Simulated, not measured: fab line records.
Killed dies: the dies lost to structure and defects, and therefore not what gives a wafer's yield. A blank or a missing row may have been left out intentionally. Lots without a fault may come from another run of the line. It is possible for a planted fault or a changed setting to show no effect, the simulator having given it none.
A struck lot beside a sound one    flow n5_finfet    36 steps out of a route of 1938
Sound: wafers L829.1, L829.3, L829.4. Wafers struck: L839.2, L839.3, L839.6. The cause is named last.
Each step with rows lists, per side, the tool, then ch with its chambers, then its first start. Under that, the readings that differ: sound wafers    struck wafers    difference of the means    sigmas: that difference in standard deviations of wafers without a fault.
alike: same words and numbers on both sides, and readings whose means sit less than 2 such deviations apart. not compared: any withheld reading, any reading some wafer has no value for, any bound like >300 that may hide the same value, and any number with overlapping values for which the record gives no deviation.
A row with sigmas, a row that says differs or no value, or rows on one side alone: a step with any of these is where the two part. When numbers do not overlap yet have no deviation, they are printed without sigmas and do not part them. A reading missing from all wafers of one side parts the sides only when that side holds two or more wafers.

first, 8 steps without rows for these wafers: N5_BEOL_M7_ECD_50 (material Cu, target thk 300 nm); N5_BEOL_M7_ANNEAL_51 (time 90 s); N5_BEOL_M7_CMP_52 (polishes, stops on SiCOH lowk, t overpolish 6.9 s, target thk 80 nm); N5_BEOL_M7_PRE_CLEAN_55 (time 15 s); N5_BEOL_M7_DEP_56 (deposits SiCN from 3MS/NH3, target thk 10 nm, time 17.5 s); N5_BEOL_M8_ILD_DEP_00 (deposits SiCOH lowk from DEMS/porogen, target thk 179.75 nm, time 33.4 s); N5_BEOL_M8_CURE_74 (cures SiCOH lowk, time 240 s); N5_BEOL_M8_PECVD_70 (deposits SiO2 from TEOS/O2, target thk 20 nm, time 22.7 s).
N5_BEOL_M8_HM_DEP_02: deposits TiN, target thk 20 nm.
  sound on pvd_sputter-03 at day 10 19:42; struck on pvd_sputter-03 at day 13 08:07
  alike: substrate_temp_c, throttle_valve_pct
then, 8 steps without rows for these wafers: N5_BEOL_M8_COAT_59 (time 60 s, resist thk 100 nm); N5_BEOL_M8_COAT_60 (time 60 s, resist thk 35 nm); N5_BEOL_M8_COAT_05 (resist thk 90 nm); N5_BEOL_M8_EBR_07; N5_BEOL_M8_SOFTBAKE_06 (time 60 s); N5_BEOL_M8_EXPOSE_08 (exposes mask M8); N5_BEOL_M8_PEB_09 (peb time 60 s); N5_BEOL_M8_DEVELOP_10 (develop time 30 s).
N5_BEOL_M8_INSPECT_13: inspects for defects (brightfield).
  sound on defect_inspect-02 at day 10 20:15; struck on defect_inspect-01 at day 13 08:33
reading           sound        struck        difference  sigmas
raw_defect_count  498 621 492  817 1032 785  +341        +3
then, 16 steps without rows for these wafers: N5_BEOL_M8_DESCUM_16 (chemistry O2, time 7.9 s); N5_BEOL_M8_ETCH_61 (etches SiARC in CF4, target depth 45.5 nm, time 75.8 s); N5_BEOL_M8_ETCH_62 (etches SOC in N2/H2, target depth 110 nm, overetch 22 nm, time 165 s); N5_BEOL_M8_STRIP_68 (strips in N2/H2); N5_BEOL_M8_STRIP_67 (strips in CF4); N5_BEOL_M8_HM_OPEN_17 (chemistry Cl2/BCl3, target TiN, target depth 20 nm, overetch 6 nm); N5_BEOL_M8_STRIP_19 (strips in O2); N5_BEOL_M8_COAT_63 (time 60 s, resist thk 60 nm); N5_BEOL_M8_COAT_64 (time 60 s, resist thk 12 nm); N5_BEOL_M8_COAT_71 (time 60 s, resist thk 5 nm); N5_BEOL_M8_COAT_22 (resist thk 30 nm); N5_BEOL_M8_EBR_24; N5_BEOL_M8_SOFTBAKE_23 (time 60 s); N5_BEOL_M8_EXPOSE_25 (exposes mask V7, target cd 40 nm); N5_BEOL_M8_PEB_26 (peb time 60 s); N5_BEOL_M8_DEVELOP_27 (develop time 30 s).
N5_BEOL_M8_INSPECT_30: inspects for defects (brightfield).
  sound on defect_inspect-01 at day 10 21:24; struck on defect_inspect-02 at day 13 10:58
reading           sound        struck       difference  sigmas
raw_defect_count  509 605 513  816 999 765  +318        +3
-- record jumps: 4 days separate the struck wafers' starts on either side; left off in module BEOL_M8, taken up again in module PASSIVATION, whose first shown step is the route's number 1936 --
N5_PASSIVATION_PROBE_49:
  sound on prober-01 at day 14 05:11; struck on prober-01 at day 17 05:39
reading                   sound           struck          difference  sigmas
defect_limited_yield (%)  90.3 90.8 92.5  85.4 82.1 88.9  -5.7        -4
killed_at_M4_up           12 12 8         79 124 65       +79         +16
killed_dies               115 108 88      172 211 131     +68         +4
sort_bin_5_function (%)   5.3 5.8 4.9     8.6 12.4 6.6    +3.9        +4
sort_n_pass               1065 1072 1092  1008 969 1049   -68         -4
  alike: killed_at_M0_to_M3, killed_at_contacts, killed_at_front_end, killed_at_other, killed_open, killed_short, sort_bin_6_memory, sort_bin_8_speed

WHERE THEY PART
Earliest at N5_BEOL_M8_INSPECT_13; latest, in this record, at N5_PASSIVATION_PROBE_49.

WHY: the cause the simulator had injected
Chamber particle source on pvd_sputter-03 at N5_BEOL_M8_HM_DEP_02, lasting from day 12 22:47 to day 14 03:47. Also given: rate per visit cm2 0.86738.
